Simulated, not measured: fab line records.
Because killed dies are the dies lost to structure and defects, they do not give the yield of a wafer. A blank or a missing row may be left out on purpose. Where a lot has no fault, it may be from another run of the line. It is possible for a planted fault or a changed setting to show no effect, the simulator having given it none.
Split-lot study | flow n5-finfet | route with 1938 steps; 7 lots, 21 wafers read

THE SPLIT
At N5_WELL_APT_PEB_06 (peb time 90 s), the setting peb-time-s was moved away from the recipe's 90 s on 10 of the 21 wafers read, by -18.5% to +20.3%. This setting was run at the recipe's value on the other wafers.

FROM THE SPLIT TO THE READING: what the file shows between them, 2 steps
- N5_WELL_APT_DEVELOP_07: develop time 45 s
- N5_WELL_APT_HARDBAKE_12: time 120 s

THE READING
At N5_WELL_APT_CD_MEAS_08: cd-nm in nanometres, against a target cd of 200 nm. A value of 199.8 nm with a standard deviation of 2 nm is what fault-free wafers of this fab line usually give.

wafer  | tool, chamber at the split | peb-time-s as run, s | against the recipe | cd-nm, nm | against lot-mates on the recipe
L074.1 | litho-track-05, 0          | 90                   | recipe             | 199.3     | -
L074.2 | litho-track-05, 0          | 73.34                | -18.5%             | 191.6     | -8.6
L074.3 | litho-track-05, 0          | 90                   | recipe             | 201.1     | -
L081.1 | litho-track-05, 0          | 90                   | recipe             | 203.4     | -
L081.3 | litho-track-05, 0          | 80.97                | -10.0%             | 195.8     | -7.6
L081.4 | litho-track-05, 0          | 80.97                | -10.0%             | 196.4     | -7.0
L086.3 | litho-track-05, 0          | 77.28                | -14.1%             | 196.4     | -5.5
L086.4 | litho-track-05, 0          | 90                   | recipe             | 201.9     | -
L086.5 | litho-track-05, 0          | 77.28                | -14.1%             | 195.3     | -6.6
L090.1 | litho-track-02, 0          | 90                   | recipe             | 197.7     | -
L090.3 | litho-track-02, 0          | 90                   | recipe             | 197.0     | -
L090.4 | litho-track-02, 0          | 90                   | recipe             | 200.4     | -
L092.3 | litho-track-05, 0          | 108.3                | +20.3%             | 208.2     | +8.6
L092.5 | litho-track-05, 0          | 108.3                | +20.3%             | 209.4     | +9.8
L092.6 | litho-track-05, 0          | 90                   | recipe             | 199.6     | -
L095.3 | litho-track-02, 0          | 90                   | recipe             | 199.4     | -
L095.4 | litho-track-02, 0          | 90                   | recipe             | 196.6     | -
L095.6 | litho-track-02, 0          | 82.91                | -7.9%              | 198.3     | +0.3
L096.1 | litho-track-05, 0          | 90                   | recipe             | 201.2     | -
L096.3 | litho-track-05, 0          | 74.84                | -16.8%             | 191.2     | -10.0
L096.4 | litho-track-05, 0          | 74.84                | -16.8%             | 192.1     | -9.1

FIT RESULTS
A straight line over all 21 wafers: cd-nm changes by +0.419 nm for each +1% of peb-time-s; r = +0.93; the points scatter about the line by 1.8 nm.
The same after taking each lot's own level away (the mean of its wafers on the recipe; 21 wafers): +0.484 nm for each +1%; r = +0.96; scatter 1.6 nm.
On that fit, the largest move of peb-time-s shifts the reading by 9.8 nm.
From 198.00 to 203.40 nm: that is the span of the lots' own levels, equal to 2.7 times the standard deviation above.
Thus the slope moves with the lot-to-lot level: the two fits are different.
Check: with one of the wafers moved furthest among these (+20.3%) left out of the fit, the line predicts +10.2 nm for it against its lot-mates. It came out at +8.6 nm against them.

ADDITIONAL SPLITS CARRIED BY THESE WAFERS
Note: prior to the reading, these wafers also went through further splits. Each is held against what the fit with the lots' levels taken away leaves over:
other split on the same wafers | wafers away from the commonest value | r with cd-nm (lot level and that fit taken away)
N5_ZERO_LAYER_PECVD_02 time-s  | 7                                    | +0.52
N5_ZERO_LAYER_COAT_05 spin-rpm | 2                                    | +0.06

THE WHOLE CHAIN: every reading that the file lists as answering this split, in the file's order
step                   | what it does             | reading                                                         | change (the file's fit)               | r (the file's)
N5_WELL_APT_CD_MEAS_08 | target cd 200 nm         | cd-nm                                                           | +0.475 nm for each +1% of the setting | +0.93
N5_WELL_APT_DESCUM_13  | chemistry O2, time 7.9 s | WELL_APT.cd-nm (the simulator's own value, which no gauge read) | +0.473 nm for each +1% of the setting | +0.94

THE FILE'S OWN FIT
cd-nm changes by +0.475 nm for each +1% of peb-time-s, r = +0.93.
